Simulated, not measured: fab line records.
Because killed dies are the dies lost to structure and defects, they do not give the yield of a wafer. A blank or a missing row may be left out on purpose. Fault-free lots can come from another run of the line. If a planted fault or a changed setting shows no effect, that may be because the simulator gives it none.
Which tool is to blame?    flow nandHarc    12 lots with 36 wafers sampled at 5 steps, on a route of 1159 steps

== WHAT EACH GAUGE READ, for each wafer ==
NHARC_A_BONDPAD_THK_MEAS_30: measures by ellipsometry.
lot   measured      on            thkNm (nm)
L260  day 17 22:53  filmMetro-01  199.0 201.7 200.1
L259  day 18 03:10  filmMetro-02  198.1 199.2 199.6
L261  day 18 04:04  filmMetro-01  199.1 199.6 199.7
L262  day 18 09:34  filmMetro-01  198.8 201.5 199.8
L263  day 18 20:07  filmMetro-01  201.5 199.6 201.7
L265  day 19 17:11  filmMetro-01  200.0 201.0 201.4
L268  day 19 21:29  filmMetro-01  200.4 197.6 200.4
L267  day 19 22:47  filmMetro-01  202.4 202.4 201.8
L270  day 20 22:40  filmMetro-01  201.8 201.1 201.0
L272  day 21 04:29  filmMetro-01  200.8 201.8 200.3
L276  day 22 07:30  filmMetro-02  200.4 199.7 201.0
L282  day 23 16:14  filmMetro-02  199.3 201.8 197.3

NHARC_END_SORT_01.
lot   measured      on         defectLimitedYield (%)  killedAtArray  killedAtOther  killedAtPeriphery  killedDies  killedOpen  killedShort  sort_bin_2_pct (%)  sort_bin_3_pct (%)  sort_bin_4_pct (%)  sortNPass    sortRimYieldPct (%)  sortYieldPct (%)
L263  day 20 06:50  prober-01  92.6 92.2 91.9          49 49 51       0 1 1          1 3 3              50 53 55    7 3 5       0 1 0        1.9 2.7 3.1         0.59 0.15 0.15      4.9 5.0 4.9         627 624 622  95.3 96.2 96.2       92.6 92.2 91.9
L265  day 21 02:23  prober-01  94.8 95.1 94.8          32 30 32       1 0 0          2 3 3              35 33 35    4 2 5       0 0 3        1.5 1.3 1.3         0.44 0.30 0.15      3.2 3.2 3.7         642 644 642  96.2 94.3 95.3       94.8 95.1 94.8
L267  day 21 17:05  prober-02  93.2 94.2 91.9          43 38 51       1 1 0          2 0 4              46 39 55    0 2 4       2 1 4        2.5 1.8 2.4         0.44 0.30 0.30      3.8 3.7 5.5         631 638 622  96.2 96.2 97.2       93.2 94.2 91.9
L276  day 23 13:37  prober-02  94.4 94.8 95.3          35 33 29       0 0 0          3 2 3              38 35 32    2 1 3       0 2 0        2.5 2.1 1.3         0.15 0.30 0.15      3.0 2.8 3.2         639 642 645  99.1 98.1 100.0      94.4 94.8 95.3

== EACH LOT AND THE TOOL THAT RAN IT (in order: tool; ch and the chambers of the sampled wafers; start) ==
lot   NHARC_A_M1_PRE_CLEAN_32          NHARC_A_BONDPAD_ETCH_24            NHARC_A_BONDPAD_DEGAS_25
L260  pecvd-04 ch 1,2, day 17 21:34    rieDiel-09 ch 0,1,3, day 18 00:24  pvdSputter-01, day 18 00:49
L259  pecvd-04 ch 1,2, day 18 01:52    rieDiel-09 ch 0,1, day 18 04:40    pvdSputter-02, day 18 05:05
L261  pecvd-03 ch 0,1,2, day 18 02:46  rieDiel-09 ch 0,2,3, day 18 05:23  pvdSputter-02, day 18 05:47
L262  pecvd-01 ch 0,2, day 18 07:52    rieDiel-09 ch 0,1,2, day 18 10:58  pvdSputter-03, day 18 11:21
L263  pecvd-03 ch 0,1, day 18 18:43    rieDiel-09 ch 2,3, day 18 21:26    pvdSputter-01, day 18 21:50
L265  pecvd-01 ch 1,2, day 19 15:43    rieDiel-03 ch 0,3, day 19 18:51    pvdSputter-03, day 19 19:15
L268  pecvd-04 ch 0,2, day 19 19:53    rieDiel-09 ch 0,1,3, day 19 22:48  pvdSputter-03, day 19 23:12
L267  pecvd-01 ch 1,2, day 19 21:30    rieDiel-09 ch 1,3, day 20 00:01    pvdSputter-02, day 20 00:25
L270  pecvd-01 ch 0,1, day 20 21:22    rieDiel-09 ch 2,3, day 21 00:01    pvdSputter-03, day 21 00:25
L272  pecvd-01 ch 0,1, day 21 03:13    rieDiel-09 ch 0,3, day 21 05:53    pvdSputter-02, day 21 06:18
L276  pecvd-03 ch 0,1,2, day 22 06:13  rieDiel-03 ch 0,1,2, day 22 08:52  pvdSputter-02, day 22 09:18
L282  pecvd-04 ch 0,1, day 23 14:50    rieDiel-09 ch 0,1,2, day 23 17:25  pvdSputter-02, day 23 17:49
- NHARC_A_M1_PRE_CLEAN_32: time 12 s.
- NHARC_A_BONDPAD_ETCH_24: etches the open film in CF4/N2, target depth 30 nm, time 72.99 s.
- NHARC_A_BONDPAD_DEGAS_25: time 60 s.

== WHAT THE TOOLS THEMSELVES READ (means of the sampled wafers that have a number; where no wafer has one, the mark that the record gives instead) ==
NHARC_A_M1_PRE_CLEAN_32.
lot   tool      heaterPowerW (W)
L260  pecvd-04  615
L259  pecvd-04  650
L261  pecvd-03  655
L262  pecvd-01  824
L263  pecvd-03  652
L265  pecvd-01  722
L268  pecvd-04  545
L267  pecvd-01  743
L270  pecvd-01  812
L272  pecvd-01  707
L276  pecvd-03  637
L282  pecvd-04  624

NHARC_A_BONDPAD_ETCH_24.
lot   tool        drypumpMotorCurrentA (A)  oesProductAu (a.u.)  rfVppV (V)  showerheadPlenumPTorr (Torr)  throttleValvePct (%)
L260  rieDiel-09  5.8                       1.003                313.3       2.60                          19.794
L259  rieDiel-09  6.2                       1.011                312.8       2.57                          19.806
L261  rieDiel-09  5.9                       1.006                314.2       2.60                          19.799
L262  rieDiel-09  6.2                       1.011                313.3       2.62                          19.798
L263  rieDiel-09  5.9                       1.011                314.2       2.65                          19.784
L265  rieDiel-03  5.5                       0.979                312.5       2.51                          19.796
L268  rieDiel-09  5.8                       0.994                314.5       2.60                          19.799
L267  rieDiel-09  5.5                       0.998                313.8       2.62                          19.787
L270  rieDiel-09  5.9                       1.019                314.1       2.65                          19.797
L272  rieDiel-09  5.9                       1.001                312.6       2.55                          19.793
L276  rieDiel-03  5.6                       1.005                313.0       2.55                          19.794
L282  rieDiel-09  6.2                       0.993                314.2       2.62                          19.796

NHARC_A_BONDPAD_DEGAS_25.
lot   tool           heaterPowerW (W)
L260  pvdSputter-01  418
L259  pvdSputter-02  495
L261  pvdSputter-02  491
L262  pvdSputter-03  460
L263  pvdSputter-01  423
L265  pvdSputter-03  484
L268  pvdSputter-03  473
L267  pvdSputter-02  514
L270  pvdSputter-03  438
L272  pvdSputter-02  514
L276  pvdSputter-02  495
L282  pvdSputter-02  541

== THE ANSWER, worked out from the rows above alone ==
Rule: what is usual is taken from the lots themselves. The widest of any qualifying gaps counts: lots, ordered by their means at a reading, are off when they make up no more than a third of the lots, leave a main group of 4 or more, and stand apart from it by 3 or more times the standard deviation of that group's means. A main group is skipped when, at the precision printed for the reading in the tables above, its means are all equal. A lot without any number at a reading at which 4 lots or more have one is off too. Where the step has rows for the other lots, those lots are counted as sound. After the gauges, taken in route order, come the tools' own readings; for these a lot's mean is taken, as printed above. At the first step where some lot is off, the reading lying furthest off is the one used; lots without a number count as furthest.
None of the lots is off at any reading shown; this tells nothing.

== WHAT HAD BEEN PUT IN BY THE SIMULATOR ==
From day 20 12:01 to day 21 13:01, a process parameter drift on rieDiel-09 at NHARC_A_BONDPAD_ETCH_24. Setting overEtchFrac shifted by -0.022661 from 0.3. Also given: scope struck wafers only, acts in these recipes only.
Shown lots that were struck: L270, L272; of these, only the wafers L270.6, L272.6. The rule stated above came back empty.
